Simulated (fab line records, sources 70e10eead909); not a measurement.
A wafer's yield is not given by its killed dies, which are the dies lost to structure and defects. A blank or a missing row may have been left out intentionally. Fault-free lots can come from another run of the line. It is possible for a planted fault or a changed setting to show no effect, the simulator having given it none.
One fault through the eyes of 2 desks -- flow nandHarc -- each desk holds nothing but its own numbers, with what lay behind them at the end

FOR THE TOOL OWNER'S DESK: rieSi-04
The tool's own readings at NHARC_A_WL_FILL_ETCHBACK_26 (etches the open film in HBr, target depth 52 nm, time 13.3 s): means of the sampled wafers that have a number, for each lot that ran on this tool. Any lot whose mean is over 4 standard deviations away from the usual mean is out of limits and marked OUT; that distance is given in the brackets.
Columns: A = biasW at NHARC_A_WL_FILL_ETCHBACK_26, usual 60.01 W; B = drypumpMotorCurrentA at NHARC_A_WL_FILL_ETCHBACK_26, usual 5.7 A; C = oesProductAu at NHARC_A_WL_FILL_ETCHBACK_26, usual 1.000 a.u.; D = runLengthS at NHARC_A_WL_FILL_ETCHBACK_26, usual 34.4 s; E = throttleValvePct at NHARC_A_WL_FILL_ETCHBACK_26, usual 23.266 %
lot,first seen here,A,B,C,D,E
L114,day 21 20:49,59.99,5.2,0.999,34.3,23.269
L116,day 22 06:37,59.98,6.1,0.990,34.3,23.264
L118,day 23 06:15,59.85,5.3,0.991,34.3,23.262
L120,day 25 00:10,-,5.6,0.986,29.7 (-11) OUT,23.268
L121,day 25 04:02,-,5.2,0.990,29.7 (-11) OUT,23.262
L130,day 28 06:17,60.05,6.1,0.999,34.5,23.265
This desk finds L120, L121 out of limits, L120 being first, at day 25 00:10 (runLengthS at NHARC_A_WL_FILL_ETCHBACK_26). L114, L116, L118, L130: within limits.

THE DEFECT DESK
Lot by lot, what the route's inspections counted, given as the mean of those sampled wafers with a number. Any lot whose mean is over 4 standard deviations away from the usual mean is out of limits and marked OUT; that distance is given in the brackets.
Columns: A = rawDefectCount at NHARC_A_WL_FILL_INSPECT_15, usual 512
lot,first seen here,A
L114,day 21 21:55,333
L116,day 22 07:44,501
L117,day 23 04:53,514
L118,day 23 07:22,553
L120,day 25 01:17,466
L121,day 25 05:08,402
L124,day 26 04:34,486
L130,day 28 07:23,548
L133,day 29 19:10,427
L132,day 30 02:17,429
L134,day 30 07:47,520
L135,day 30 07:47,405
L136,day 31 08:23,660
Result from this desk: across the 13 lots, nothing is out of limits.

PUT TOGETHER
On L120, L121, at day 25 00:10, an alarm was possible from the tool owner's desk.
Nothing the defect desk looked at was out of limits.
The defect desk has L120, L121 on record, within its limits.
All the named lots went through NHARC_A_WL_FILL_ETCHBACK_26 on rieSi-04.

WHAT THE SIMULATOR HAD PUT IN
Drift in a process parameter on rieSi-04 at NHARC_A_WL_FILL_ETCHBACK_26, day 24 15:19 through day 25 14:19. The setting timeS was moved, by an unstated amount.
Struck lots among those shown: L120, L121.
Hours from the fault's start to each desk's first reading out of limits: the tool owner's desk, 9.
